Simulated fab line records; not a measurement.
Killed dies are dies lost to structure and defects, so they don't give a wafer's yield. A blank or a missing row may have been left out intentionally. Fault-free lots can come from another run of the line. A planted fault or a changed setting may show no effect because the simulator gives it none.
fab line records	flow n5-finfet
record lots=6	wafers=18	last-day=20
route steps=1938 shown FIN_SAQP@121
lots that met no fault: taken from a fault-free run of the same line
start-h: start of the lot's first displayed wafer, in hours after the record's first day	wait-h: hours elapsed since this lot's preceding step	" as in the row above	L1.1+2: a single row standing in for several wafers	- no value present, or no start provided	* or withheld: withheld	< > ~ a bound
route shown NAME@n: a module of which the file shows steps, and the number in the route of the first	usual: mean/standard deviation taken from wafers without a fault	same: alike in all rows	chamber/n: place in a boat	sites: each site's reading	_std_site: how widely they spread, as a standard deviation	_edge_site: outer sites' mean less inner sites'	radius-mm: how far each site lies from the wafer's centre	mask NAME#n: copy n	behind: the tool/chamber that last shaped the wafer	hold: reason for holding the lot/hours on hold/outcome of the hold	device: the transistor (n, p or np) that didn't switch	end of line: tests of these same wafers at the route's end	a step with no rows: only its recipe	killed: dies lost to structure and defects at the first sort, not the wafer's yield	map: a wafer's dies, x killed, . not, _ none there
set.NAME: the setting as run; set.NAME@STEP: as run at that earlier step	model.NAME: the simulator's own value behind a step, which no gauge read
certain route steps with their lots: each step a table, each wafer a row
services: the hour from which a tool's chamber was out of use, counted from the record's first day as start-h (under 0 if before that day), plus the number of hours and why
## steps
# step N5_FIN_SAQP_STRIP_55
# recipe chemistry=N2/H2	power-w=500	temp-c=40	pressure-mtorr=50	rf-frequency-hz=6e+07	overash-fraction=0.3	bias-power-w=28	h2-frac=0.5	n2-flow-sccm=300	h2-flow-sccm=300
# usual drypump-motor-current-A=5.8/0.42	n2-flow-sccm=299.9/0.91	oes-product-au=0.75/0.064	rf-vpp-V=122.1/1.2	showerhead-plenum-p-Torr=3.40/0.062	throttle-valve-pct=18.92/0.27
# same overash-fraction=0.3
lot.wafer	tool	chamber	start-h	wait-h	drypump-motor-current-A	n2-flow-sccm	oes-product-au	rf-hours-counter-h	rf-vpp-V	showerhead-plenum-p-Torr	throttle-valve-pct
L404.1	rie-diel-04	2	23.31	0.1	6.2	301.1	0.78	138	123.0	3.36	18.74
L404.2	"	0	"	"	6.0	299.4	0.71	176	121.6	3.35	18.84
L404.6	"	2	"	"	6.3	300.1	0.78	-	122.0	3.36	18.73
L405.1	rie-diel-02	1	28.62	0.1	5.7	300.7	0.77	128	119.9	3.38	18.85
L405.3	"	2	"	"	4.9	300.3	0.78	116	121.7	3.38	19.35
L405.5	"	3	"	"	5.8	301.8	0.74	-	123.5	3.48	19.21
L408.2	rie-diel-04	2	49.02	0.1	6.3	300.1	0.76	145	122.8	3.36	18.71
L408.5	"	0	"	"	6.0	300.8	0.71	-	122.0	3.34	18.89
L408.6	"	3	"	"	5.4	300.4	0.71	-	121.4	3.48	19.20
L409.3	rie-diel-04	1	51.89	0.1	5.3	299.4	0.72	175	124.0	3.48	18.76
L409.4	"	3	"	"	5.3	299.5	0.70	177	122.8	3.48	19.18
L409.5	"	3	"	"	5.3	301.3	0.70	-	123.6	3.48	19.19
L424.3	rie-diel-04	3	157.06	0.1	5.3	300.1	0.68	205	123.0	3.46	19.26
L424.4	"	2	"	"	6.2	299.4	0.74	-	118.8	3.34	18.79
L424.5	"	3	"	"	5.3	299.4	0.68	-	123.7	3.46	19.25
L425.2	rie-diel-02	1	157.76	0.1	5.7	300.7	0.74	165	121.8	3.36	18.94
L425.3	"	2	"	"	4.9	298.8	0.75	152	122.2	3.36	19.43
L425.5	"	3	"	"	5.8	300.6	0.70	-	122.4	3.46	19.22
# step N5_FIN_SAQP_STRIP_23
# recipe chemistry=SPM	time-s=750	temp-c=130	h2so4-h2o2-vol-ratio=4
# step N5_FIN_SAQP_SRD_66
# recipe dry=ipa-marangoni	time-s=30	temp-c=23	rinse-liquid=diw
# step N5_FIN_SAQP_RECESS_75
# recipe chemistry=HF/NH3	target=SiO2	target-depth-a=144	afs-cycles=3	temp-c=30	sublimation-temp-c=180	sublimation-time-s=60
# step N5_FIN_SAQP_SPACER1_ALD_24
# recipe material=SiO2	target-thk-a=203	temp-c=300	ald-precursor-family=BDEAS	ald-co-reactant=O2-plasma	pulse-time-s=1	purge-time-s=2	co-reactant-purge-time-s=2	ald-cycles=218	pressure-torr=2
# step N5_FIN_SAQP_SPACER1_ETCHBACK_25
# recipe chemistry=CHF3/O2	mode=anisotropic-etchback	target=SiO2	target-depth-a=244	time-s=12.2	pressure-mtorr=30	source-w=650	bias-w=170	Ar_flow_sccm=200	CHF3_flow_sccm=50	O2_flow_sccm=5	ion-energy-ev=200
# usual drypump-motor-current-A=5.8/0.39	oes-product-au=0.77/0.059	rf-vpp-V=525/3.5	showerhead-plenum-p-Torr=2.44/0.049	throttle-valve-pct=18.82/0.14
lot.wafer	tool	chamber	start-h	wait-h	drypump-motor-current-A	oes-product-au	rf-hours-counter-h	rf-vpp-V	showerhead-plenum-p-Torr	throttle-valve-pct
L404.1	rie-diel-05	1	24.74	0.4	6.3	0.68	248	528	2.37	18.90
L404.2	"	3	"	"	5.5	0.79	118	525	2.52	18.76
L404.6	"	2	"	"	5.7	0.77	-	523	2.42	18.68
L405.1	rie-diel-05	0	30.81	0.6	6.1	0.80	80	522	2.44	18.84
L405.3	"	3	"	"	5.5	0.79	121	525	2.52	18.78
L405.5	"	2	"	"	5.7	0.76	-	523	2.42	18.66
L408.2	rie-diel-05	0	50.44	0.4	6.1	0.79	88	522	2.44	18.85
L408.5	"	2	"	"	5.7	0.75	-	522	2.41	18.68
L408.6	"	0	"	"	6.2	0.79	-	523	2.44	18.88
L409.3	rie-diel-05	0	53.55	0.4	6.1	0.78	89	522	2.44	18.86
L409.4	"	2	"	"	5.7	0.75	-	525	2.41	18.70
L409.5	"	3	"	"	5.5	0.77	-	524	2.52	18.76
L424.3	rie-diel-05	3	158.86	0.6	5.5	0.74	161	524	2.50	18.84
L424.4	"	0	"	"	6.1	0.75	122	523	2.42	18.91
L424.5	"	1	"	"	6.3	0.87	-	530	2.36	18.59
L425.2	rie-diel-02	1	161.05	0.4	5.7	0.75	166	532	2.42	19.02
L425.3	"	2	"	"	4.9	0.76	152	530	2.41	19.13
L425.5	"	2	"	"	4.9	0.75	-	529	2.41	19.11
# step N5_FIN_SAQP_MANDREL1_REMOVE_56
# recipe chemistry=HBr/Cl2/O2	bt-time-s=10	target=a-Si	stop-on=SiNx	endpoint=OES-SiCl	over-etch-frac=1	icp-w=600	bias-w=22	HBr_flow_sccm=150	Cl2_flow_sccm=80	O2_flow_sccm=5	pressure-mtorr=10
# usual drypump-motor-current-A=5.6/0.47	oes-product-au=1.001/0.023	throttle-valve-pct=36.83/0.27
lot.wafer	tool	chamber	start-h	wait-h	drypump-motor-current-A	oes-product-au	rf-hours-counter-h	throttle-valve-pct
L404.1	rie-si-03	0	24.82	0.1	6.0	0.971	147	36.39
L404.2	"	2	"	"	5.2	1.027	104	36.61
L404.6	"	0	"	"	6.0	0.977	-	36.37
L405.1	rie-si-01	0	30.90	0.1	5.4	0.998	91	36.78
L405.3	"	3	"	"	5.8	0.994	122	36.35
L405.5	"	1	"	"	6.7	1.039	-	36.96
L408.2	rie-si-03	2	50.53	0.1	5.2	1.023	105	36.63
L408.5	"	2	"	"	5.2	1.018	-	36.59
L408.6	"	3	"	"	4.9	1.022	-	36.93
L409.3	rie-si-03	0	53.64	0.1	6.0	0.979	147	36.38
L409.4	"	1	"	"	5.6	0.990	181	37.09
L409.5	"	2	"	"	5.2	1.023	-	36.61
L424.3	rie-si-01	3	158.95	0.1	5.8	0.988	124	36.36
L424.4	"	1	"	"	6.7	1.036	84	36.98
L424.5	"	0	"	"	5.4	0.999	-	36.78
L425.2	rie-si-02	1	161.14	0.1	5.8	0.971	185	37.20
L425.3	"	2	"	"	5.0	1.022	73	37.19
L425.5	"	1	"	"	5.8	0.989	-	37.21
# step N5_FIN_SAQP_CD_MEAS_27
# recipe target-cd-nm=20	landing-energy-ev=1000	detector=se-inlens	polarity=line
# usual cd-nm=20.31/0.21
lot.wafer	tool	chamber	start-h	wait-h	cd-nm
L404.1	cd-sem-02	0	24.93	0.1	20.10
L404.2	"	0	"	"	19.98
L404.6	"	0	"	"	20.08
L405.1	cd-sem-01	0	31.01	0.1	20.55
L405.3	"	0	"	"	20.25
L405.5	"	0	"	"	20.10
L408.2	cd-sem-01	0	50.64	0.1	19.97
L408.5	"	0	"	"	20.33
L408.6	"	0	"	"	20.57
L409.3	cd-sem-01	0	53.75	0.1	19.93
L409.4	"	0	"	"	20.36
L409.5	"	0	"	"	20.59
L424.3	cd-sem-03	0	159.07	0.1	20.28
L424.4	"	0	"	"	20.72
L424.5	"	0	"	"	20.11
L425.2	cd-sem-02	0	161.25	0.1	20.07
L425.3	"	0	"	"	20.40
L425.5	"	0	"	"	20.05
# step N5_FIN_SAQP_ETCH_57
# recipe chemistry=CH3F/O2	target=SiNx	mask-material=SiO2	target-depth-a=325	time-s=46.4	pressure-mtorr=30	source-w=395	bias-w=73	Ar_flow_sccm=150	CH3F_flow_sccm=30	O2_flow_sccm=20	ion-energy-ev=120	ends=cleared
# usual drypump-motor-current-A=5.7/0.45	etch-rf-on-time-s=46.0/0.72	oes-product-au=0.66/0.056	rf-vpp-V=299.5/2.2	showerhead-plenum-p-Torr=2.03/0.036	throttle-valve-pct=16.31/0.16
lot.wafer	tool	chamber	start-h	wait-h	drypump-motor-current-A	etch-rf-on-time-s	oes-product-au	rf-hours-counter-h	rf-vpp-V	showerhead-plenum-p-Torr	throttle-valve-pct
L404.1	rie-diel-04	1	24.98	0.0	5.3	46.5	0.63	166	301.6	2.08	16.26
L404.2	"	0	"	"	6.0	45.7	0.61	176	298.8	1.99	16.18
L404.6	"	2	"	"	6.2	46.9	0.67	-	300.6	2.00	16.25
L405.1	rie-diel-04	2	31.06	0.0	6.2	44.9	0.66	139	298.6	2.00	16.26
L405.3	"	3	"	"	5.3	46.3	0.61	171	293.1	2.08	16.44
L405.5	"	1	"	"	5.3	47.1	0.62	-	300.5	2.08	16.26
L408.2	rie-diel-02	1	50.69	0.0	5.7	44.8	0.65	135	302.0	2.01	16.41
L408.5	"	2	"	"	4.9	46.0	0.66	-	298.7	2.01	16.52
L408.6	"	1	"	"	5.7	45.4	0.65	-	300.7	2.01	16.41
L409.3	rie-diel-02	2	53.80	0.0	4.9	44.8	0.67	123	299.8	2.01	16.51
L409.4	"	3	"	"	5.8	45.4	0.62	191	301.9	2.07	16.43
L409.5	"	0	"	"	6.2	45.1	0.79	-	299.4	2.04	16.13
L424.3	rie-diel-05	0	159.13	0.1	6.1	45.6	0.64	122	296.8	2.01	16.35
L424.4	"	3	"	"	5.5	46.6	0.64	161	298.6	2.08	16.29
L424.5	"	3	"	"	5.5	46.9	0.64	-	297.6	2.08	16.29
L425.2	rie-diel-02	2	161.30	0.0	4.9	45.2	0.65	152	301.6	2.00	16.57
L425.3	"	3	"	"	5.8	45.8	0.61	219	302.0	2.06	16.50
L425.5	"	2	"	"	4.9	45.6	0.64	-	300.3	2.00	16.54
# step N5_FIN_SAQP_ETCH_65
# recipe chemistry=CF4	target=SiO2	target-depth-a=40	ion-energy-ev=350	time-s=4.4	pressure-mtorr=10	icp-w=800	bias-w=400	cf4-flow-sccm=80
# step N5_FIN_SAQP_MANDREL_ETCH_58
# recipe chemistry=HBr/Cl2	target=a-Si	target-depth-a=450	bt-time-s=10	stop-on=SiNx	mask-material=SiO2	over-etch-frac=0.8	time-s=27	pressure-mtorr=10	icp-w=800	bias-w=75	HBr_flow_sccm=150	Cl2_flow_sccm=80	ends=end-point
# usual drypump-motor-current-A=5.7/0.54	oes-product-au=0.702/0.015	throttle-valve-pct=35.66/0.26
lot.wafer	tool	chamber	start-h	wait-h	drypump-motor-current-A	oes-product-au	rf-hours-counter-h	throttle-valve-pct
L404.1	rie-si-03	0	25.12	0.0	6.0	0.684	147	35.26
L404.2	"	1	"	"	5.6	0.681	180	35.95
L404.6	"	2	"	"	5.2	0.713	-	35.45
L405.1	rie-si-03	2	31.20	0.0	5.2	0.716	104	35.47
L405.3	"	3	"	"	4.9	0.725	79	35.77
L405.5	"	0	"	"	6.0	0.691	-	35.25
L408.2	rie-si-02	2	50.83	0.0	5.0	0.716	71	36.07
L408.5	"	3	"	"	5.6	0.678	-	35.57
L408.6	"	0	"	"	5.5	0.710	-	35.84
L409.3	rie-si-01	3	53.94	0.0	5.8	0.692	122	35.20
L409.4	"	1	"	"	6.7	0.719	82	35.84
L409.5	"	1	"	"	6.7	0.709	-	35.85
L424.3	rie-si-03	1	159.27	0.0	5.6	0.681	183	35.96
L424.4	"	0	"	"	6.0	0.687	149	35.25
L424.5	"	2	"	"	5.2	0.718	-	35.46
L425.2	rie-si-03	3	161.44	0.0	4.9	0.704	81	35.81
L425.3	"	2	"	"	5.2	0.706	107	35.48
L425.5	"	1	"	"	5.6	0.688	-	35.94
# step N5_FIN_SAQP_RECESS_63
# recipe chemistry=HF/NH3	target=SiO2	target-depth-a=180	afs-cycles=3	temp-c=30	sublimation-temp-c=180	sublimation-time-s=60
# step N5_FIN_SAQP_COAT_68
# recipe resist=SOC	temp-c=250	time-s=60	spin-rpm=1500	resist-thk-nm=100
# usual spin-speed-rpm=1499.9/0.79
lot.wafer	tool	chamber	start-h	wait-h	spin-speed-rpm	model.SOC_of_FIN_SAQP_COAT_68.thk-nm
L404.1	litho-track-05	0	25.59	0.3	1500.4	99.8
L404.2	"	0	"	"	1499.8	100
L404.6	"	0	"	"	1501.7	100
L405.1	litho-track-05	0	31.67	0.3	1499.9	100
L405.3	"	0	"	"	1499.2	99.8
L405.5	"	0	"	"	1499.7	99.8
L408.2	litho-track-04	0	51.30	0.3	1500.4	99.8
L408.5	"	0	"	"	1500.1	99.8
L408.6	"	0	"	"	1500.2	100
L409.3	litho-track-05	0	54.43	0.2	1501.4	99.8
L409.4	"	0	"	"	1499.5	99.6
L409.5	"	0	"	"	1501.5	99.6
L424.3	litho-track-04	0	159.76	0.2	1211.1	111
L424.4	"	0	"	"	1211.9	111.4
L424.5	"	0	"	"	1212.1	111.2
L425.2	litho-track-04	0	161.90	0.3	1212.9	111.2
L425.3	"	0	"	"	1214.1	111.2
L425.5	"	0	"	"	1214.3	111
# step N5_FIN_SAQP_ETCH_69
# recipe chemistry=N2/H2	target=SOC	target-depth-a=1500	stop-on=SiNx	ion-energy-ev=100	bias-w=61	pressure-mtorr=30	source-w=850	n2-flow-sccm=200	h2-flow-sccm=200
# usual drypump-motor-current-A=5.8/0.43	n2-flow-sccm=200.0/0.6	oes-product-au=0.76/0.067	rf-vpp-V=241.1/1	showerhead-plenum-p-Torr=2.57/0.048	throttle-valve-pct=17.78/0.19
lot.wafer	tool	chamber	start-h	wait-h	drypump-motor-current-A	n2-flow-sccm	oes-product-au	rf-hours-counter-h	rf-vpp-V	showerhead-plenum-p-Torr	throttle-valve-pct	model.SOC_of_FIN_SAQP_COAT_68.thk-nm
L404.1	rie-diel-02	1	25.65	-	5.7	200.2	0.77	127	240.3	2.56	17.85	2.2
L404.2	"	0	"	"	6.2	200.4	0.93	12	242.4	2.59	17.59	3
L404.6	"	0	"	"	6.2	199.1	0.92	-	241.0	2.59	17.60	3.4
L405.1	rie-diel-04	0	31.73	-	6.0	199.8	0.71	178	240.6	2.53	17.69	4.2
L405.3	"	3	"	"	5.4	199.5	0.70	171	242.9	2.64	17.93	5.2
L405.5	"	1	"	"	5.3	199.8	0.72	-	242.6	2.64	17.71	4.6
L408.2	rie-diel-04	2	51.43	-	6.2	199.9	0.76	146	241.3	2.54	17.71	3.6
L408.5	"	2	"	"	6.3	199.1	0.76	-	240.7	2.54	17.70	3.8
L408.6	"	3	"	"	5.4	200.7	0.70	-	242.2	2.64	17.96	5.6
L409.3	rie-diel-05	3	54.48	-	5.5	199.8	0.77	130	240.4	2.66	17.70	4.6
L409.4	"	1	"	"	6.3	200.1	0.97	0	239.6	2.50	17.31	2.8
L409.5	"	3	"	"	5.5	200.5	0.76	-	242.0	2.66	17.70	4.8
L424.3	rie-diel-04	3	159.81	-	5.3	200.3	0.68	206	241.6	2.62	18.02	17.6
L424.4	"	3	"	"	5.3	200.0	0.68	-	240.8	2.62	17.99	18
L424.5	"	2	"	"	6.2	199.8	0.73	-	240.4	2.53	17.76	16.6
L425.2	rie-diel-04	2	162.03	-	6.2	199.3	0.74	176	241.1	2.53	17.76	15.2
L425.3	"	3	"	"	5.4	198.9	0.68	208	241.5	2.62	17.99	16.8
L425.5	"	3	"	"	5.4	198.9	0.69	-	241.8	2.62	18.00	16.2
# step N5_FIN_SAQP_ETCH_67
# recipe chemistry=CH3F/O2	target=SiNx	target-depth-a=300	mask-material=SOC	pressure-mtorr=30	source-w=395	bias-w=73	Ar_flow_sccm=150	CH3F_flow_sccm=30	O2_flow_sccm=20	ion-energy-ev=120
## services
tool	chamber	start-h	hours	kind
rie-diel-02	-	15.41	0.6	repair
rie-si-01	-	24.00	2.1	repair
rie-diel-05	1	30.81	-	clean
rie-diel-05	1	30.81	-	consumable-replace:focus-ring
rie-diel-05	1	30.81	23.1	scheduled-down
rie-diel-05	1	30.81	23.1	vent-cycle
rie-si-01	-	37.42	14.6	pm
rie-si-03	0	38.13	3.4	repair
rie-si-03	-	70.51	2.8	pm
rie-diel-02	-	71.96	1.9	repair
rie-diel-02	-	91.19	4.7	repair
rie-diel-04	1	137.43	26.9	repair
rie-diel-04	-	140.31	15.6	pm
rie-si-01	1	143.65	4.7	repair
rie-si-02	0	144.13	3.1	repair
rie-si-01	2	148.58	5.1	repair
## key
first-sign step=N5_FIN_SAQP_COAT_68	reading=spin-speed-rpm	direction=down	sigmas=99+	usual=*	struck=*
effect none on later readings
model-effect step=N5_FIN_SAQP_COAT_68	value=SOC_of_FIN_SAQP_COAT_68.thk-nm	without=99.97	struck=111.2
model-effect step=N5_FIN_SAQP_ETCH_69	value=SOC_of_FIN_SAQP_COAT_68.thk-nm	without=5.533	struck=16.73
met-at N5_FIN_SAQP_COAT_68
struck-wafers L424.3,L424.4,L424.5,L425.2,L425.3,L425.5
tester-left-out L424,L425
onset-between 51.30 159.76
fault kind=process-parameter-drift	tool=litho-track-04	chamber=-	onset-h=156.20	steps=N5_FIN_SAQP_COAT_68	channel=spin-rpm	offset=*	shape=step	end-h=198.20	acts-in=*	stated=*
# tester-left-out: of these lots the tester's yield and bins aren't shown, on N5 and GAA mostly nor the transistor test; their killed dies are dies lost to structure and defects alone, not to doping, threshold or leakage, so they don't give the yield
